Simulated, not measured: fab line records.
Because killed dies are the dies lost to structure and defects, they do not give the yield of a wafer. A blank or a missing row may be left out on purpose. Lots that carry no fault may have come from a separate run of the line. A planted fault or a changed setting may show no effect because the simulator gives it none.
Which of the tools did it?    flow nand_harc    72 wafers from 24 lots sampled at 6 of the route's 1302 steps

== WHAT THE GAUGES READ, wafer by wafer ==
Not one reading of a measure or inspect step in the record can be checked against a usual standard deviation.

== TOOL THAT RAN EACH LOT (tool first, then ch and the chambers of the sampled wafers, then the start) ==
lot   NHARC_A_CHANNEL_FILL_D2_ETCHBACK_20  NHARC_A_STAIRCASE_ETCH_169          NHARC_A_STAIRCASE_TRIM_14       NHARC_A_STAIRCASE_ETCH_17       NHARC_A_STAIRCASE_ETCH_23       NHARC_A_STAIRCASE_ETCH_27
L074  rie_diel-02 ch 0,1,3, day 14 17:01   rie_diel-09 ch 1,2,3, day 15 18:37  rie_diel-09 ch 0,1, no start    rie_diel-09 ch 0,3, no start    rie_diel-09 ch 0,2,3, no start  rie_diel-09 ch 0,1,3, no start
L075  rie_diel-05 ch 0,2,3, day 15 06:23   rie_diel-09 ch 0,1,3, day 16 07:13  rie_diel-04 ch 0,2,3, no start  rie_diel-04 ch 0,2,3, no start  rie_diel-04 ch 0,1,2, no start  rie_diel-04 ch 0,1,3, no start
L077  rie_diel-02 ch 1,2, day 15 13:47     rie_diel-09 ch 0,1, day 16 14:40    rie_diel-09 ch 1,2, no start    rie_diel-09 ch 0,2, no start    rie_diel-08 ch 1,2,3, no start  rie_diel-08 ch 0,1,3, no start
L076  rie_diel-05 ch 0,2,3, day 15 18:53   rie_diel-04 ch 0,1,3, day 17 05:38  rie_diel-08 ch 0,2,3, no start  rie_diel-08 ch 0,2,3, no start  rie_diel-08 ch 0,2, no start    rie_diel-08 ch 0,1,2, no start
L078  rie_diel-05 ch 1,2,3, day 16 05:14   rie_diel-09 ch 0,1,2, day 17 17:35  rie_diel-08 ch 0,1,3, no start  rie_diel-08 ch 0,3, no start    rie_diel-08 ch 0,1,3, no start  rie_diel-08 ch 0,3, no start
L079  rie_diel-05 ch 1,3, day 16 12:53     rie_diel-04 ch 0,3, day 17 17:40    rie_diel-09 ch 0,1, no start    rie_diel-09 ch 0,1, no start    rie_diel-04 ch 0,1,3, no start  rie_diel-04 ch 0,1,3, no start
L081  rie_diel-05 ch 0,1,3, day 16 19:04   rie_diel-04 ch 0,2,3, day 17 20:16  rie_diel-09 ch 0,2,3, no start  rie_diel-09 ch 0,1,2, no start  rie_diel-04 ch 1,2,3, no start  rie_diel-04 ch 0,2,3, no start
L080  rie_diel-02 ch 2,3, day 16 19:04     rie_diel-08 ch 1,2,3, day 17 20:05  rie_diel-08 ch 0,1,3, no start  rie_diel-08 ch 1,2,3, no start  rie_diel-08 ch 0,1,3, no start  rie_diel-08 ch 0,1,3, no start
L082  rie_diel-02 ch 0,1,2, day 18 06:13   rie_diel-04 ch 1,2,3, day 19 08:44  rie_diel-04 ch 0,1,3, no start  rie_diel-04 ch 0,1,2, no start  rie_diel-04 ch 0,1,3, no start  rie_diel-04 ch 0,1,3, no start
L083  rie_diel-05 ch 1,3, day 18 11:08     rie_diel-08 ch 1,2, day 19 12:25    rie_diel-09 ch 0,1, no start    rie_diel-09 ch 0,1,2, no start  rie_diel-09 ch 2,3, no start    rie_diel-09 ch 0,1,3, no start
L084  rie_diel-02 ch 0,1,3, day 18 17:49   rie_diel-09 ch 1,2, day 19 18:40    rie_diel-09 ch 0,2,3, no start  rie_diel-09 ch 2,3, no start    rie_diel-08 ch 2,3, no start    rie_diel-08 ch 1,2,3, no start
L085  rie_diel-02 ch 0,1,3, day 19 04:56   rie_diel-04 ch 0,2,3, day 20 06:28  rie_diel-08 ch 1,2,3, no start  rie_diel-08 ch 0,3, no start    rie_diel-09 ch 0,2,3, no start  rie_diel-09 ch 2,3, no start
L086  rie_diel-05 ch 1,2,3, day 20 06:41   rie_diel-04 ch 0,1,3, day 21 08:26  rie_diel-09 ch 0,1,2, no start  rie_diel-09 ch 1,2,3, no start  rie_diel-04 ch 0,1,2, no start  rie_diel-04 ch 0,2,3, no start
L089  rie_diel-05 ch 0,2,3, day 20 19:56   rie_diel-08 ch 1,2, day 21 23:39    rie_diel-04 ch 0,2,3, no start  rie_diel-04 ch 0,1,3, no start  rie_diel-09 ch 0,1, no start    rie_diel-09 ch 0,1, no start
L087  rie_diel-02 ch 2,3, day 21 00:24     rie_diel-08 ch 0,1,3, day 21 23:59  rie_diel-04 ch 0,2,3, no start  rie_diel-04 ch 0,1,3, no start  rie_diel-08 ch 0,3, no start    rie_diel-08 ch 0,2,3, no start
L088  rie_diel-03 ch 0,2,3, day 21 00:25   rie_diel-04 ch 0,2,3, day 21 23:49  rie_diel-04 ch 0,3, no start    rie_diel-04 ch 1,2,3, no start  rie_diel-04 ch 1,2, no start    rie_diel-04 ch 0,1, no start
L090  rie_diel-05 ch 0,3, day 21 07:16     rie_diel-08 ch 1,3, day 22 07:58    rie_diel-08 ch 0,3, no start    rie_diel-08 ch 1,3, no start    rie_diel-08 ch 1,3, no start    rie_diel-08 ch 2,3, no start
L091  rie_diel-02 ch 1,2,3, day 21 19:58   rie_diel-09 ch 0,1,3, day 22 20:15  rie_diel-08 ch 1,2,3, no start  rie_diel-08 ch 0,1,2, no start  rie_diel-08 ch 1,2,3, no start  rie_diel-08 ch 0,1,2, no start
L092  rie_diel-02 ch 0,1,2, day 22 03:54   rie_diel-08 ch 0,3, day 23 05:55    rie_diel-08 ch 1,3, no start    rie_diel-08 ch 1,2,3, no start  rie_diel-09 ch 2,3, no start    rie_diel-09 ch 0,1,2, no start
L094  rie_diel-05 ch 0,2,3, day 22 14:10   rie_diel-08 ch 0,1,3, day 23 15:01  rie_diel-09 ch 0,1,2, no start  rie_diel-09 ch 0,2,3, no start  rie_diel-04 ch 0,1,3, no start  rie_diel-04 ch 0,1,3, no start
L093  rie_diel-02 ch 1,2, day 22 14:10     rie_diel-08 ch 0,2, day 23 14:38    rie_diel-08 ch 0,1,2, no start  rie_diel-09 ch 0,2,3, no start  rie_diel-09 ch 0,3, no start    rie_diel-09 ch 0,1, no start
L095  rie_diel-05 ch 0,1,3, day 23 12:22   rie_diel-04 ch 0,1,3, day 24 13:19  rie_diel-09 ch 0,1,2, no start  rie_diel-09 ch 0,2,3, no start  rie_diel-04 ch 0,1,3, no start  rie_diel-04 ch 0,2,3, no start
L096  rie_diel-05 ch 1,2,3, day 24 05:40   rie_diel-09 ch 1,2,3, day 25 06:32  rie_diel-04 ch 0,1,3, no start  rie_diel-04 ch 0,2,3, no start  rie_diel-09 ch 0,1,2, no start  rie_diel-09 ch 0,2,3, no start
L097  rie_diel-05 ch 0,3, day 24 19:25     rie_diel-08 ch 0,1, day 25 21:20    rie_diel-08 ch 0,3, no start    rie_diel-08 ch 0,2,3, no start  rie_diel-09 ch 0,1,2, no start  rie_diel-09 ch 2,3, no start
- NHARC_A_CHANNEL_FILL_D2_ETCHBACK_20: etches the open film in C4F8/O2/Ar, target depth 27 nm, time 13.5 s.
- NHARC_A_STAIRCASE_ETCH_169: etches the open film in CH3F/O2, target depth 50 nm, time 107.1 s.
- NHARC_A_STAIRCASE_TRIM_14: chemistry O2, time 211.2 s.
- NHARC_A_STAIRCASE_ETCH_17: etches the open film in C4F8/O2, target depth 100 nm, time 40.5 s.
- NHARC_A_STAIRCASE_ETCH_23: etches the open film in C4F8/O2, target depth 100 nm, time 40.5 s.
- NHARC_A_STAIRCASE_ETCH_27: etches the open film in C4F8/O2, target depth 100 nm, time 40.5 s.

== WHAT THE TOOLS THEMSELVES READ (means of the sampled wafers that have a number; where no wafer has one, the mark that the record gives instead) ==
NHARC_A_CHANNEL_FILL_D2_ETCHBACK_20.
lot   tool         oes_product_au (a.u.)  rf_vpp_V (V)
L074  rie_diel-02  0.995                  979
L075  rie_diel-05  0.964                  979
L077  rie_diel-02  0.921                  983
L076  rie_diel-05  1.001                  979
L078  rie_diel-05  0.932                  977
L079  rie_diel-05  0.997                  978
L081  rie_diel-05  0.995                  981
L080  rie_diel-02  0.984                  977
L082  rie_diel-02  0.994                  979
L083  rie_diel-05  0.998                  974
L084  rie_diel-02  0.997                  979
L085  rie_diel-02  0.995                  979
L086  rie_diel-05  1.002                  977
L089  rie_diel-05  1.001                  979
L087  rie_diel-02  0.988                  977
L088  rie_diel-03  1.003                  978
L090  rie_diel-05  1.008                  976
L091  rie_diel-02  1.001                  980
L092  rie_diel-02  0.983                  979
L094  rie_diel-05  1.012                  978
L093  rie_diel-02  0.991                  984
L095  rie_diel-05  0.933                  981
L096  rie_diel-05  1.007                  978
L097  rie_diel-05  0.968                  981

NHARC_A_STAIRCASE_ETCH_169.
lot   tool         drypump_motor_current_A (A)  oes_product_au (a.u.)  rf_vpp_V (V)  showerhead_plenum_p_Torr (Torr)  throttle_valve_pct (%)
L074  rie_diel-09  5.7                          0.933                  246.2         2.51                             20.666
L075  rie_diel-09  5.9                          0.975                  244.1         2.47                             20.672
L077  rie_diel-09  5.7                          0.958                  243.9         2.45                             20.666
L076  rie_diel-04  5.5                          0.931                  245.7         2.56                             20.669
L078  rie_diel-09  5.4                          0.949                  243.8         2.45                             20.664
L079  rie_diel-04  5.8                          0.963                  245.5         2.56                             20.664
L081  rie_diel-04  5.7                          0.955                  245.0         2.49                             20.672
L080  rie_diel-08  5.5                          0.954                  244.3         2.49                             20.663
L082  rie_diel-04  5.4                          0.951                  245.6         2.57                             20.659
L083  rie_diel-08  5.7                          0.970                  245.1         2.55                             20.658
L084  rie_diel-09  5.4                          0.947                  244.3         2.48                             20.662
L085  rie_diel-04  5.7                          0.935                  244.6         2.48                             20.661
L086  rie_diel-04  5.5                          0.964                  245.3         2.55                             20.655
L089  rie_diel-08  5.7                          0.978                  245.3         2.54                             20.668
L087  rie_diel-08  5.5                          0.968                  244.8         2.47                             20.655
L088  rie_diel-04  5.7                          0.961                  244.9         2.48                             20.667
L090  rie_diel-08  5.7                          0.966                  246.2         2.58                             20.661
L091  rie_diel-09  5.9                          0.968                  243.8         2.45                             20.665
L092  rie_diel-08  5.3                          0.962                  242.6         2.41                             20.665
L094  rie_diel-08  5.5                          0.965                  244.3         2.47                             20.664
L093  rie_diel-08  5.3                          0.966                  242.7         2.33                             20.657
L095  rie_diel-04  5.5                          0.960                  245.6         2.54                             20.669
L096  rie_diel-09  5.7                          0.929                  245.0         2.49                             20.665
L097  rie_diel-08  5.6                          0.975                  242.9         2.42                             20.664

NHARC_A_STAIRCASE_TRIM_14.
lot   tool         drypump_motor_current_A (A)  oes_product_au (a.u.)  rf_vpp_V (V)  showerhead_plenum_p_Torr (Torr)  throttle_valve_pct (%)
L074  rie_diel-09  5.7                          1.005                  57.1          3.52                             17.040
L075  rie_diel-04  5.7                          1.010                  58.1          3.58                             17.023
L077  rie_diel-09  5.1                          0.999                  57.9          3.58                             17.040
L076  rie_diel-08  5.3                          0.999                  57.2          3.42                             17.041
L078  rie_diel-08  5.5                          0.998                  58.1          3.56                             17.042
L079  rie_diel-09  5.6                          0.993                  57.7          3.51                             17.021
L081  rie_diel-09  5.7                          0.997                  58.4          3.55                             17.040
L080  rie_diel-08  5.5                          0.996                  58.1          3.56                             17.035
L082  rie_diel-04  5.5                          0.998                  57.7          3.66                             17.035
L083  rie_diel-09  5.7                          0.995                  57.8          3.45                             17.035
L084  rie_diel-09  5.7                          0.998                  57.9          3.55                             17.038
L085  rie_diel-08  5.5                          1.001                  58.4          3.56                             17.036
L086  rie_diel-09  5.4                          1.002                  57.5          3.50                             17.035
L089  rie_diel-04  5.7                          1.002                  58.4          3.56                             17.037
L087  rie_diel-04  5.7                          1.003                  57.9          3.56                             17.032
L088  rie_diel-04  5.8                          1.005                  57.3          3.66                             17.026
L090  rie_diel-08  5.3                          0.992                  57.0          3.40                             17.033
L091  rie_diel-08  5.5                          1.000                  57.9          3.55                             17.036
L092  rie_diel-08  5.5                          0.999                  57.7          3.60                             17.034
L094  rie_diel-09  5.4                          0.996                  57.9          3.49                             17.041
L093  rie_diel-08  5.5                          1.002                  58.2          3.49                             17.042
L095  rie_diel-09  5.4                          1.005                  57.2          3.49                             17.037
L096  rie_diel-04  5.5                          1.017                  58.1          3.63                             17.033
L097  rie_diel-08  5.3                          0.993                  58.4          3.44                             17.034

NHARC_A_STAIRCASE_ETCH_17.
lot   tool         oes_product_au (a.u.)  rf_vpp_V (V)
L074  rie_diel-09  0.937                  897
L075  rie_diel-04  0.950                  898
L077  rie_diel-09  0.944                  894
L076  rie_diel-08  0.937                  892
L078  rie_diel-08  0.931                  893
L079  rie_diel-09  0.938                  895
L081  rie_diel-09  0.945                  897
L080  rie_diel-08  0.952                  898
L082  rie_diel-04  0.946                  897
L083  rie_diel-09  0.946                  896
L084  rie_diel-09  0.945                  898
L085  rie_diel-08  0.931                  892
L086  rie_diel-09  0.944                  898
L089  rie_diel-04  0.940                  901
L087  rie_diel-04  0.953                  900
L088  rie_diel-04  0.936                  902
L090  rie_diel-08  0.932                  901
L091  rie_diel-08  0.945                  895
L092  rie_diel-08  0.951                  897
L094  rie_diel-09  0.942                  897
L093  rie_diel-09  0.952                  895
L095  rie_diel-09  0.951                  896
L096  rie_diel-04  0.951                  897
L097  rie_diel-08  0.943                  891

NHARC_A_STAIRCASE_ETCH_23.
lot   tool         oes_product_au (a.u.)  rf_vpp_V (V)
L074  rie_diel-09  0.947                  897
L075  rie_diel-04  0.948                  897
L077  rie_diel-08  0.959                  898
L076  rie_diel-08  0.947                  890
L078  rie_diel-08  0.945                  897
L079  rie_diel-04  0.953                  901
L081  rie_diel-04  0.953                  902
L080  rie_diel-08  0.948                  898
L082  rie_diel-04  0.945                  902
L083  rie_diel-09  0.953                  899
L084  rie_diel-08  0.955                  892
L085  rie_diel-09  0.952                  897
L086  rie_diel-04  0.947                  896
L089  rie_diel-09  0.954                  893
L087  rie_diel-08  0.953                  891
L088  rie_diel-04  0.935                  897
L090  rie_diel-08  0.939                  903
L091  rie_diel-08  0.942                  897
L092  rie_diel-09  0.964                  898
L094  rie_diel-04  0.969                  900
L093  rie_diel-09  0.933                  897
L095  rie_diel-04  0.939                  901
L096  rie_diel-09  0.964                  894
L097  rie_diel-09  0.953                  895

NHARC_A_STAIRCASE_ETCH_27.
lot   tool         oes_product_au (a.u.)  rf_vpp_V (V)
L074  rie_diel-09  0.944                  898
L075  rie_diel-04  0.946                  901
L077  rie_diel-08  0.946                  898
L076  rie_diel-08  0.949                  895
L078  rie_diel-08  0.934                  892
L079  rie_diel-04  0.944                  900
L081  rie_diel-04  0.940                  897
L080  rie_diel-08  0.943                  897
L082  rie_diel-04  0.941                  901
L083  rie_diel-09  0.958                  897
L084  rie_diel-08  0.946                  897
L085  rie_diel-09  0.946                  898
L086  rie_diel-04  0.955                  896
L089  rie_diel-09  0.930                  893
L087  rie_diel-08  0.941                  891
L088  rie_diel-04  0.947                  896
L090  rie_diel-08  0.943                  892
L091  rie_diel-08  0.948                  894
L092  rie_diel-09  0.945                  894
L094  rie_diel-04  0.958                  900
L093  rie_diel-09  0.940                  892
L095  rie_diel-04  0.952                  896
L096  rie_diel-09  0.946                  895
L097  rie_diel-09  0.941                  897

== THE ANSWER, worked out from the rows above alone ==
Rule: usual is defined by the lots themselves. Put in order of their means at a reading, lots are off if they are a third of the lots or fewer, leave a main group of 4 or more, and stand apart from it by a gap of 3 or more times the standard deviation of the main group's means; of several such gaps the widest counts. The tables above print the reading to a certain number of digits; a main group whose means all agree to those digits is not used. A lot without any number at a reading at which 4 lots or more have one is off too. All remaining lots with rows at the step are treated as sound. After the gauges, taken in route order, come the tools' own readings; for these a lot's mean is taken, as printed above. At the first step where some lot is off, the reading lying furthest off is the one used; lots without a number count as furthest.
Nothing can be told from this: no lot is off at any reading shown.

== WHAT WAS PUT IN BY THE SIMULATOR ==
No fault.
